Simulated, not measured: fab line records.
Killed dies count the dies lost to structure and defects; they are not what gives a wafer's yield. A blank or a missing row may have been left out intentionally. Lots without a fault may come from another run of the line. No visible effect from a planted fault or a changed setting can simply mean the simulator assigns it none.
The tool behind it: which one? / flow n5-finfet / 12 lots, 33 wafers sampled, at 4 steps of a route of 1938

== WHAT EACH GAUGE READ, for each wafer ==
N5_BEOL_M6_CD_MEAS_18: pitch 80 nm, target cd 40 nm. Usual: cd-nm at 39.9 nm, with a standard deviation of 0.58.
lot=L199; measured=day 9 00:08; on=cd-sem-01; cd-nm (nm)=39.9 40.1 39.9; flag=
lot=L201; measured=day 9 21:05; on=cd-sem-03; cd-nm (nm)=38.6 39.3 39.9; flag=
lot=L202; measured=day 9 21:31; on=cd-sem-02; cd-nm (nm)=39.8 38.8 39.5; flag=
lot=L204; measured=day 10 00:47; on=cd-sem-03; cd-nm (nm)=39.8 40.1 39.3; flag=
lot=L203; measured=day 10 01:41; on=cd-sem-01; cd-nm (nm)=39.6 39.3 39.6; flag=
lot=L210; measured=day 11 10:43; on=cd-sem-02; cd-nm (nm)=39.9 39.7; flag=
lot=L211; measured=day 12 04:10; on=cd-sem-02; cd-nm (nm)=39.8 39.6 39.9; flag=
lot=L212; measured=day 12 09:16; on=cd-sem-03; cd-nm (nm)=39.5 39.4 40.4; flag=
lot=L219; measured=day 14 08:03; on=cd-sem-02; cd-nm (nm)=40.1 40.3; flag=
lot=L221; measured=day 14 16:20; on=cd-sem-01; cd-nm (nm)=40.6 40.2; flag=
lot=L220; measured=day 14 16:56; on=cd-sem-03; cd-nm (nm)=40.3 40.2 39.4; flag=
lot=L222; measured=day 15 01:59; on=cd-sem-01; cd-nm (nm)=39.7 40.4 39.9; flag=

== WHAT TOOL EACH LOT RAN ON (gives the tool, then ch and the chambers of the sampled wafers, and finally the start) ==
lot=L199; N5_BEOL_M6_ILD_DEP_00=pecvd-04 ch 0,1, day 8 21:07; N5_BEOL_M6_HM_DEP_02=pvd-sputter-03, day 8 23:04; N5_BEOL_M6_ETCH_61=rie-diel-03 ch 0,2,3, day 8 23:41
lot=L201; N5_BEOL_M6_ILD_DEP_00=pecvd-01 ch 0,1,2, day 9 16:18; N5_BEOL_M6_HM_DEP_02=pvd-sputter-02, day 9 20:02; N5_BEOL_M6_ETCH_61=rie-diel-06 ch 0,1, day 9 20:40
lot=L202; N5_BEOL_M6_ILD_DEP_00=pecvd-03 ch 1,2, day 9 16:53; N5_BEOL_M6_HM_DEP_02=pvd-sputter-02, day 9 20:28; N5_BEOL_M6_ETCH_61=rie-diel-01 ch 1,2, day 9 20:58
lot=L204; N5_BEOL_M6_ILD_DEP_00=pecvd-04 ch 0,1,2, day 9 20:19; N5_BEOL_M6_HM_DEP_02=pvd-sputter-01, day 9 23:40; N5_BEOL_M6_ETCH_61=rie-diel-03 ch 0,1,3, day 10 00:22
lot=L203; N5_BEOL_M6_ILD_DEP_00=pecvd-01 ch 0,1,2, day 9 22:14; N5_BEOL_M6_HM_DEP_02=pvd-sputter-01, day 9 23:58; N5_BEOL_M6_ETCH_61=rie-diel-06 ch 0,3, day 10 01:10
lot=L210; N5_BEOL_M6_ILD_DEP_00=pecvd-03 ch 0,1, day 11 06:48; N5_BEOL_M6_HM_DEP_02=pvd-sputter-03, day 11 08:37; N5_BEOL_M6_ETCH_61=rie-diel-01 ch 0,3, day 11 10:06
lot=L211; N5_BEOL_M6_ILD_DEP_00=pecvd-03 ch 0,2, day 12 00:44; N5_BEOL_M6_HM_DEP_02=pvd-sputter-03, day 12 03:04; N5_BEOL_M6_ETCH_61=rie-diel-03 ch 1,2,3, day 12 03:41
lot=L212; N5_BEOL_M6_ILD_DEP_00=pecvd-03 ch 0,2, day 12 05:14; N5_BEOL_M6_HM_DEP_02=pvd-sputter-03, day 12 07:55; N5_BEOL_M6_ETCH_61=rie-diel-01 ch 0,1,3, day 12 08:47
lot=L219; N5_BEOL_M6_ILD_DEP_00=pecvd-03 ch 1,2, day 14 06:09; N5_BEOL_M6_HM_DEP_02=pvd-sputter-02, day 14 06:58; N5_BEOL_M6_ETCH_61=rie-diel-06 ch 0,3, day 14 07:38
lot=L221; N5_BEOL_M6_ILD_DEP_00=pecvd-01 ch 1,2, day 14 12:35; N5_BEOL_M6_HM_DEP_02=pvd-sputter-02, day 14 15:12; N5_BEOL_M6_ETCH_61=rie-diel-06 ch 0,2, day 14 15:54
lot=L220; N5_BEOL_M6_ILD_DEP_00=pecvd-04 ch 0,2, day 14 13:25; N5_BEOL_M6_HM_DEP_02=pvd-sputter-03, day 14 15:28; N5_BEOL_M6_ETCH_61=rie-diel-06 ch 0,2,3, day 14 16:31
lot=L222; N5_BEOL_M6_ILD_DEP_00=pecvd-03 ch 0,1,2, day 14 22:31; N5_BEOL_M6_HM_DEP_02=pvd-sputter-02, day 15 00:52; N5_BEOL_M6_ETCH_61=rie-diel-03 ch 0,1,3, day 15 01:31
- N5_BEOL_M6_ILD_DEP_00: deposits SiCOH lowk from DEMS/porogen, target thk 179.75 nm, time 33.4 s.
- N5_BEOL_M6_HM_DEP_02: deposits TiN, target thk 20 nm.
- N5_BEOL_M6_ETCH_61: etches SiARC in CF4, target depth 45.5 nm, time 75.8 s.

== WHAT THE TOOLS THEMSELVES READ (means of the sampled wafers that have a number; where no wafer has one, the mark that the record gives instead) ==
N5_BEOL_M6_ILD_DEP_00. Usual: heater-power-outer-w 140 W, standard deviation 35; heater-power-w 302 W, standard deviation 63; showerhead-plenum-p-Torr 5.736 Torr, standard deviation 0.015; throttle-valve-pct 14.0 %, standard deviation 1.
lot=L199; tool=pecvd-04; heater-power-outer-w (W)=120; heater-power-w (W)=303; showerhead-plenum-p-Torr (Torr)=5.733; throttle-valve-pct (%)=13.9; flag=
lot=L201; tool=pecvd-01; heater-power-outer-w (W)=132; heater-power-w (W)=288; showerhead-plenum-p-Torr (Torr)=5.736; throttle-valve-pct (%)=14.5; flag=
lot=L202; tool=pecvd-03; heater-power-outer-w (W)=100; heater-power-w (W)=217; showerhead-plenum-p-Torr (Torr)=5.734; throttle-valve-pct (%)=13.4; flag=
lot=L204; tool=pecvd-04; heater-power-outer-w (W)=133; heater-power-w (W)=307; showerhead-plenum-p-Torr (Torr)=5.731; throttle-valve-pct (%)=13.6; flag=
lot=L203; tool=pecvd-01; heater-power-outer-w (W)=152; heater-power-w (W)=315; showerhead-plenum-p-Torr (Torr)=5.746; throttle-valve-pct (%)=14.5; flag=
lot=L210; tool=pecvd-03; heater-power-outer-w (W)=142; heater-power-w (W)=305; showerhead-plenum-p-Torr (Torr)=5.725; throttle-valve-pct (%)=14.1; flag=
lot=L211; tool=pecvd-03; heater-power-outer-w (W)=114; heater-power-w (W)=254; showerhead-plenum-p-Torr (Torr)=5.741; throttle-valve-pct (%)=13.7; flag=
lot=L212; tool=pecvd-03; heater-power-outer-w (W)=118; heater-power-w (W)=263; showerhead-plenum-p-Torr (Torr)=5.743; throttle-valve-pct (%)=13.6; flag=
lot=L219; tool=pecvd-03; heater-power-outer-w (W)=86; heater-power-w (W)=198; showerhead-plenum-p-Torr (Torr)=5.739; throttle-valve-pct (%)=13.4; flag=
lot=L221; tool=pecvd-01; heater-power-outer-w (W)=170; heater-power-w (W)=337; showerhead-plenum-p-Torr (Torr)=5.739; throttle-valve-pct (%)=15.1; flag=
lot=L220; tool=pecvd-04; heater-power-outer-w (W)=154; heater-power-w (W)=318; showerhead-plenum-p-Torr (Torr)=5.724; throttle-valve-pct (%)=13.4; flag=
lot=L222; tool=pecvd-03; heater-power-outer-w (W)=129; heater-power-w (W)=272; showerhead-plenum-p-Torr (Torr)=5.746; throttle-valve-pct (%)=13.9; flag=

N5_BEOL_M6_HM_DEP_02. Usual: throttle-valve-pct at 30.4 %, with a standard deviation of 1.4.
lot=L199; tool=pvd-sputter-03; throttle-valve-pct (%)=30.9; flag=
lot=L201; tool=pvd-sputter-02; throttle-valve-pct (%)=30.0; flag=
lot=L202; tool=pvd-sputter-02; throttle-valve-pct (%)=29.4; flag=
lot=L204; tool=pvd-sputter-01; throttle-valve-pct (%)=30.3; flag=
lot=L203; tool=pvd-sputter-01; throttle-valve-pct (%)=30.5; flag=
lot=L210; tool=pvd-sputter-03; throttle-valve-pct (%)=30.2; flag=
lot=L211; tool=pvd-sputter-03; throttle-valve-pct (%)=30.7; flag=
lot=L212; tool=pvd-sputter-03; throttle-valve-pct (%)=31.0; flag=
lot=L219; tool=pvd-sputter-02; throttle-valve-pct (%)=30.4; flag=
lot=L221; tool=pvd-sputter-02; throttle-valve-pct (%)=30.5; flag=
lot=L220; tool=pvd-sputter-03; throttle-valve-pct (%)=28.7; flag=
lot=L222; tool=pvd-sputter-02; throttle-valve-pct (%)=30.0; flag=

N5_BEOL_M6_ETCH_61. Usual: drypump-motor-current-A 5.8 A, standard deviation 0.52; etch-rf-on-time-s 75.1 s, standard deviation 2.1; oes-product-au 0.70 a.u., standard deviation 0.08; rf-vpp-V 184.7 V, standard deviation 1.2; showerhead-plenum-p-Torr 2.19 Torr, standard deviation 0.066; throttle-valve-pct 15.50 %, standard deviation 0.2.
lot=L199; tool=rie-diel-03; drypump-motor-current-A (A)=5.4; etch-rf-on-time-s (s)=75.2; oes-product-au (a.u.)=0.72; rf-vpp-V (V)=184.5; showerhead-plenum-p-Torr (Torr)=2.14; throttle-valve-pct (%)=15.57; flag=
lot=L201; tool=rie-diel-06; drypump-motor-current-A (A)=6.3; etch-rf-on-time-s (s)=76.6; oes-product-au (a.u.)=0.59; rf-vpp-V (V)=185.3; showerhead-plenum-p-Torr (Torr)=2.20; throttle-valve-pct (%)=15.68; flag=
lot=L202; tool=rie-diel-01; drypump-motor-current-A (A)=5.4; etch-rf-on-time-s (s)=73.0; oes-product-au (a.u.)=0.68; rf-vpp-V (V)=183.7; showerhead-plenum-p-Torr (Torr)=2.19; throttle-valve-pct (%)=15.50; flag=
lot=L204; tool=rie-diel-03; drypump-motor-current-A (A)=5.6; etch-rf-on-time-s (s)=74.8; oes-product-au (a.u.)=0.69; rf-vpp-V (V)=183.6; showerhead-plenum-p-Torr (Torr)=2.14; throttle-valve-pct (%)=15.54; flag=
lot=L203; tool=rie-diel-06; drypump-motor-current-A (A)=5.6; etch-rf-on-time-s (s)=75.8; oes-product-au (a.u.)=0.65; rf-vpp-V (V)=184.9; showerhead-plenum-p-Torr (Torr)=2.23; throttle-valve-pct (%)=15.61; flag=
lot=L210; tool=rie-diel-01; drypump-motor-current-A (A)=6.4; etch-rf-on-time-s (s)=76.1; oes-product-au (a.u.)=0.71; rf-vpp-V (V)=185.0; showerhead-plenum-p-Torr (Torr)=2.21; throttle-valve-pct (%)=15.41; flag=
lot=L211; tool=rie-diel-03; drypump-motor-current-A (A)=5.5; etch-rf-on-time-s (s)=73.4; oes-product-au (a.u.)=0.65; rf-vpp-V (V)=184.2; showerhead-plenum-p-Torr (Torr)=2.14; throttle-valve-pct (%)=15.75; flag=
lot=L212; tool=rie-diel-01; drypump-motor-current-A (A)=6.2; etch-rf-on-time-s (s)=73.7; oes-product-au (a.u.)=0.74; rf-vpp-V (V)=185.4; showerhead-plenum-p-Torr (Torr)=2.23; throttle-valve-pct (%)=15.36; flag=
lot=L219; tool=rie-diel-06; drypump-motor-current-A (A)=5.6; etch-rf-on-time-s (s)=49.5; oes-product-au (a.u.)=1.02; rf-vpp-V (V)=185.7; showerhead-plenum-p-Torr (Torr)=2.23; throttle-valve-pct (%)=15.36; flag=OFF
lot=L221; tool=rie-diel-06; drypump-motor-current-A (A)=6.0; etch-rf-on-time-s (s)=48.4; oes-product-au (a.u.)=1.04; rf-vpp-V (V)=184.2; showerhead-plenum-p-Torr (Torr)=2.15; throttle-valve-pct (%)=15.29; flag=OFF
lot=L220; tool=rie-diel-06; drypump-motor-current-A (A)=5.8; etch-rf-on-time-s (s)=66.9; oes-product-au (a.u.)=0.85; rf-vpp-V (V)=184.0; showerhead-plenum-p-Torr (Torr)=2.18; throttle-valve-pct (%)=15.36; flag=OFF
lot=L222; tool=rie-diel-03; drypump-motor-current-A (A)=5.6; etch-rf-on-time-s (s)=74.8; oes-product-au (a.u.)=0.64; rf-vpp-V (V)=184.9; showerhead-plenum-p-Torr (Torr)=2.13; throttle-valve-pct (%)=15.63; flag=

== THE ANSWER, worked out from the rows above alone ==
Rule: a lot counts as off when the mean over its wafers that have a number is more than 3 standard deviations away from the usual mean. Also off: a lot with no number at a reading for which 4 or more lots have one. Any other lot the step has rows for is counted as sound. The gauges are gone through in route order, then the tools' own readings, and for those a lot's mean is taken as printed above. At the first step where some lot is off, the reading lying furthest off is the one used; lots without a number count as furthest.
Off: L219, L221, L220, at N5_BEOL_M6_ETCH_61 (etch-rf-on-time-s).
If a tool, at that step or one of the process steps before it, ran each lot that is off and ran no sound lot following the first of them, it fits. One fits: N5_BEOL_M6_ETCH_61 on rie-diel-06. Its last sound lot is L203 (day 10 01:10), its first lot that is off L219 (day 14 07:38): a fault that began between those two fits.
The tool's own readings at N5_BEOL_M6_ETCH_61 bear it out: on the lots that are off they differ by more than 5 times the standard deviation of the sound lots' means. etch-rf-on-time-s reads 54.9 s there against 74.8 s on the sound lots; oes-product-au reads 0.97 a.u. there against 0.67 a.u. on the sound lots.

== WHAT HAD BEEN PUT IN BY THE SIMULATOR ==
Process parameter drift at N5_BEOL_M6_ETCH_61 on rie-diel-06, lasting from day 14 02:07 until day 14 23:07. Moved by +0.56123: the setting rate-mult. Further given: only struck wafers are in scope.
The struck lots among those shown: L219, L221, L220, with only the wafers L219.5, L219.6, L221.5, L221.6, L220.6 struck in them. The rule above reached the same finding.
